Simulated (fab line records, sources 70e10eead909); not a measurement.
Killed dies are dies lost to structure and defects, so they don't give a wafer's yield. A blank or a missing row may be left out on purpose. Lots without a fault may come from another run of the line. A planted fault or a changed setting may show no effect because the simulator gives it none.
Which tool did it? | flow nand_harc | 24 lots, 72 wafers sampled, at 5 steps of a route of 1159

WHAT THE GAUGES READ, wafer by wafer
NHARC_P_BONDPAD_THK_MEAS_20: measures by xrf.
lot  | measured     | on            | thk_nm (nm)
L075 | day 6 18:25  | film_metro-01 | 159.3 161.3 160.2
L074 | day 6 21:16  | film_metro-01 | 161.1 161.9 160.9
L076 | day 7 00:18  | film_metro-02 | 160.2 161.5 162.1
L078 | day 7 12:01  | film_metro-01 | 161.9 160.4 160.0
L077 | day 7 13:06  | film_metro-02 | 158.3 160.7 158.5
L079 | day 7 13:36  | film_metro-02 | 160.7 159.6 157.7
L080 | day 8 00:09  | film_metro-01 | 158.5 160.1 160.2
L081 | day 8 13:56  | film_metro-01 | 155.0 159.2 162.5
L083 | day 8 14:33  | film_metro-01 | 163.4 162.0 159.9
L082 | day 8 15:22  | film_metro-01 | 160.0 161.4 161.4
L084 | day 9 12:08  | film_metro-01 | 161.2 162.5 160.0
L086 | day 9 14:00  | film_metro-02 | 159.8 159.9 159.8
L085 | day 9 15:14  | film_metro-02 | 161.6 159.4 161.3
L087 | day 9 15:46  | film_metro-02 | 157.9 160.0 161.0
L089 | day 10 07:12 | film_metro-02 | 157.6 160.6 163.2
L090 | day 10 07:49 | film_metro-02 | 158.8 161.5 161.9
L088 | day 10 08:53 | film_metro-02 | 161.4 160.6 161.1
L091 | day 10 14:25 | film_metro-01 | 161.2 163.4 161.3
L092 | day 10 20:53 | film_metro-02 | 162.1 159.5 160.5
L093 | day 11 05:58 | film_metro-01 | 160.4 158.2 158.7
L095 | day 11 11:22 | film_metro-02 | 162.3 157.8 159.7
L094 | day 11 11:44 | film_metro-02 | 158.8 162.0 160.2
L096 | day 12 08:01 | film_metro-01 | 159.5 161.0 159.3
L097 | day 12 08:38 | film_metro-01 | 159.9 159.9 162.6

NHARC_A_ONON_D1_INSPECT_32.
lot  | measured     | on                | raw_defect_count
L075 | day 8 06:37  | defect_inspect-01 | 48 56 73
L074 | day 8 06:35  | defect_inspect-02 | 81 78 43
L076 | day 8 18:52  | defect_inspect-01 | 145 84 69
L078 | day 9 02:55  | defect_inspect-02 | 103 105 100
L077 | day 9 02:39  | defect_inspect-02 | 71 102 110
L079 | day 9 02:46  | defect_inspect-01 | 39 56 55
L080 | day 9 13:41  | defect_inspect-02 | 41 81 58
L081 | day 10 03:32 | defect_inspect-01 | 46 46 54
L083 | day 10 03:47 | defect_inspect-02 | 70 44 61
L082 | day 10 03:41 | defect_inspect-02 | 48 66 106
L084 | day 11 04:29 | defect_inspect-01 | 90 88 109
L086 | day 11 04:38 | defect_inspect-01 | 94 62 95
L085 | day 11 04:49 | defect_inspect-01 | 32 59 76
L087 | day 11 10:32 | defect_inspect-01 | 45 72 65
L089 | day 11 20:52 | defect_inspect-02 | 34 25 75
L090 | day 11 20:44 | defect_inspect-02 | 71 98 85
L088 | day 11 20:43 | defect_inspect-01 | 82 54 64
L091 | day 12 03:37 | defect_inspect-01 | 70 54 58
L092 | day 12 11:15 | defect_inspect-02 | 122 138 98
L093 | day 12 18:41 | defect_inspect-02 | 62 61 45
L095 | day 13 03:29 | defect_inspect-01 | 69 84 74
L094 | day 13 03:28 | defect_inspect-02 | 80 68 73
L096 | day 13 22:12 | defect_inspect-01 | 74 67 47
L097 | day 13 22:22 | defect_inspect-01 | 63 60 41

NHARC_A_CHANNEL_FILL_D1_INSPECT_13.
lot  | measured     | on                | raw_defect_count
L075 | day 10 17:04 | defect_inspect-02 | 319 326 360
L074 | day 10 16:53 | defect_inspect-02 | 349 352 420
L076 | day 11 09:22 | defect_inspect-01 | 255 278 180
L078 | day 11 21:28 | defect_inspect-02 | 209 291 234
L077 | day 11 12:54 | defect_inspect-02 | 271 259 587
L079 | day 11 12:52 | defect_inspect-01 | 558 406 523
L080 | day 12 01:08 | defect_inspect-02 | 305 247 169
L081 | day 12 15:34 | defect_inspect-01 | 212 320 583
L083 | day 12 20:23 | defect_inspect-01 | 239 203 187
L082 | day 12 15:23 | defect_inspect-02 | 179 242 847
L084 | day 13 17:08 | defect_inspect-01 | 154 221 191
L086 | day 13 16:58 | defect_inspect-01 | 236 163 250
L085 | day 13 22:13 | defect_inspect-01 | 313 186 219
L087 | day 13 22:02 | defect_inspect-01 | 346 408 232
L089 | day 14 08:38 | defect_inspect-02 | 288 244 278
L090 | day 14 08:40 | defect_inspect-01 | 224 245 125
L088 | day 14 08:48 | defect_inspect-01 | 273 212 150
L091 | day 14 18:07 | defect_inspect-01 | 229 294 296
L092 | day 14 23:45 | defect_inspect-02 | 207 477 226
L093 | day 15 05:15 | defect_inspect-02 | 207 253 212
L095 | day 15 19:28 | defect_inspect-01 | 335 219 195
L094 | day 15 19:17 | defect_inspect-02 | 282 485 318
L096 | day 16 08:47 | defect_inspect-01 | 302 321 344
L097 | day 16 15:32 | defect_inspect-02 | 240 338 222

WHICH TOOL RAN EACH LOT (tool, then ch and the chambers of the sampled wafers, then the start)
lot  | NHARC_A_CHANNEL_HOLE_D1_ETCH_24  | NHARC_A_CHANNEL_FILL_D1_ALD_16
L075 | har_etch-02 ch 0,1, day 8 15:05  | ald_hk-02 ch 0,1,2, day 9 05:18
L074 | har_etch-01 ch 0,1, day 8 13:16  | ald_hk-02 ch 2,3, day 9 05:28
L076 | har_etch-02 ch 0,1, day 9 01:20  | ald_hk-01 ch 1,2, day 9 20:04
L078 | har_etch-01 ch 1, day 9 13:16    | ald_hk-02 ch 0,2,3, day 10 08:18
L077 | har_etch-01 ch 0,1, day 9 09:05  | ald_hk-01 ch 0,1,3, day 10 01:15
L079 | har_etch-02 ch 1, day 9 09:57    | ald_hk-04 ch 0,1,2, day 10 01:18
L080 | har_etch-02 ch 0,1, day 9 20:17  | ald_hk-01 ch 0,3, day 10 12:01
L081 | har_etch-02 ch 0,1, day 10 10:08 | ald_hk-02 ch 1,2,3, day 11 02:08
L083 | har_etch-02 ch 0,1, day 10 14:04 | ald_hk-02 ch 0,2,3, day 11 08:10
L082 | har_etch-01 ch 0,1, day 10 11:22 | ald_hk-02 ch 0,2,3, day 11 01:55
L084 | har_etch-02 ch 0,1, day 11 11:40 | ald_hk-04 ch 1,2,3, day 12 04:23
L086 | har_etch-01 ch 0,1, day 11 12:20 | ald_hk-04 ch 0,2,3, day 12 04:12
L085 | har_etch-02 ch 0,1, day 11 15:58 | ald_hk-01 ch 0,1,2, day 12 09:11
L087 | har_etch-01 ch 0,1, day 11 19:53 | ald_hk-02 ch 0,2,3, day 12 12:11
L089 | har_etch-01 ch 0,1, day 12 06:58 | ald_hk-01 ch 1,2,3, day 12 22:55
L090 | har_etch-02 ch 0,1, day 12 03:46 | ald_hk-01 ch 1,3, day 12 18:58
L088 | har_etch-01 ch 0,1, day 12 02:56 | ald_hk-01 ch 1,2, day 12 19:07
L091 | har_etch-02 ch 0,1, day 12 10:07 | ald_hk-02 ch 0,1,2, day 13 02:44
L092 | har_etch-01 ch 1, day 12 18:27   | ald_hk-02 ch 1,2, day 13 10:47
L093 | har_etch-01 ch 1, day 13 01:30   | ald_hk-04 ch 2,3, day 13 17:19
L095 | har_etch-01 ch 0,1, day 13 10:25 | ald_hk-01 ch 0,1,3, day 14 05:35
L094 | har_etch-02 ch 1, day 13 09:57   | ald_hk-04 ch 0,3, day 14 05:35
L096 | har_etch-02 ch 0,1, day 14 05:15 | ald_hk-02 ch 0,1, day 14 21:33
L097 | har_etch-01 ch 0,1, day 14 12:15 | ald_hk-01 ch 0,2, day 15 01:43
- NHARC_A_CHANNEL_HOLE_D1_ETCH_24: etches the open film in C4F8/O2/Ar, time 906.2 s, target depth 1500 nm.
- NHARC_A_CHANNEL_FILL_D1_ALD_16: deposits SiO2, target thk 1.5 nm, pulse time 10 s, ald cycles 15.

WHAT THE TOOLS THEMSELVES READ (means of the sampled wafers that have a number; where no wafer has one, the mark that the record gives instead)
NHARC_A_CHANNEL_HOLE_D1_ETCH_24.
lot  | tool        | drypump_motor_current_A (A) | showerhead_plenum_p_Torr (Torr) | throttle_valve_pct (%)
L075 | har_etch-02 | 5.95                        | 3.61                            | 32.240
L074 | har_etch-01 | 5.71                        | 3.66                            | 32.241
L076 | har_etch-02 | 6.10                        | 3.63                            | 32.230
L078 | har_etch-01 | 5.68                        | 3.73                            | 32.236
L077 | har_etch-01 | 5.70                        | 3.69                            | 32.243
L079 | har_etch-02 | 6.23                        | 3.65                            | 32.234
L080 | har_etch-02 | 5.94                        | 3.60                            | 32.233
L081 | har_etch-02 | 6.10                        | 3.62                            | 32.238
L083 | har_etch-02 | 5.93                        | 3.59                            | 32.243
L082 | har_etch-01 | 5.70                        | 3.69                            | 32.234
L084 | har_etch-02 | 6.08                        | 3.61                            | 32.228
L086 | har_etch-01 | 5.72                        | 3.65                            | 32.244
L085 | har_etch-02 | 5.93                        | 3.59                            | 32.234
L087 | har_etch-01 | 5.71                        | 3.68                            | 32.234
L089 | har_etch-01 | 5.70                        | 3.64                            | 32.229
L090 | har_etch-02 | 6.07                        | 3.61                            | 32.237
L088 | har_etch-01 | 5.69                        | 3.68                            | 32.240
L091 | har_etch-02 | 6.09                        | 3.61                            | 32.233
L092 | har_etch-01 | 5.69                        | 3.71                            | 32.229
L093 | har_etch-01 | 5.69                        | 3.71                            | 32.235
L095 | har_etch-01 | 5.70                        | 3.67                            | 32.238
L094 | har_etch-02 | 6.22                        | 3.63                            | 32.236
L096 | har_etch-02 | 6.09                        | 3.60                            | 32.232
L097 | har_etch-01 | 5.72                        | 3.63                            | 32.232

NHARC_A_CHANNEL_FILL_D1_ALD_16.
lot  | tool      | heater_power_w (W) | precursor_pulse_height_rel
L075 | ald_hk-02 | 511                | 1.022
L074 | ald_hk-02 | 468                | 0.982
L076 | ald_hk-01 | 521                | 0.991
L078 | ald_hk-02 | 471                | 0.987
L077 | ald_hk-01 | 505                | 1.001
L079 | ald_hk-04 | 464                | 0.989
L080 | ald_hk-01 | 497                | 0.999
L081 | ald_hk-02 | 503                | 0.979
L083 | ald_hk-02 | 485                | 0.996
L082 | ald_hk-02 | 475                | 1.030
L084 | ald_hk-04 | 456                | 0.998
L086 | ald_hk-04 | 467                | 0.991
L085 | ald_hk-01 | 500                | 0.992
L087 | ald_hk-02 | 466                | 1.003
L089 | ald_hk-01 | 480                | 1.004
L090 | ald_hk-01 | 479                | 1.022
L088 | ald_hk-01 | 485                | 0.996
L091 | ald_hk-02 | 513                | 0.995
L092 | ald_hk-02 | 521                | 1.013
L093 | ald_hk-04 | 469                | 0.994
L095 | ald_hk-01 | 485                | 0.988
L094 | ald_hk-04 | 463                | 1.022
L096 | ald_hk-02 | 504                | 0.985
L097 | ald_hk-01 | 517                | 0.993

THE ANSWER, worked out from the rows above alone
Rule: what is usual is taken from the lots themselves. Put in order of their means at a reading, lots are off if they are a third of the lots or fewer, leave a main group of 4 or more, and stand apart from it by a gap of 3 or more times the standard deviation of the main group's means; of several such gaps the widest counts. A main group whose means are all the same, to the digits that the tables above print for the reading, isn't used. A lot without any number at a reading at which 4 lots or more have one is off too. The other lots that the step has rows for count as sound. The gauges are gone through in route order, then the tools' own readings, and for those a lot's mean is taken as printed above. The first step at which some lot is off is used, and at that step the reading that is off furthest; a lot without a number counts as furthest.
No lot is off at any reading shown: from this, nothing can be told.

WHAT THE SIMULATOR HAD PUT IN
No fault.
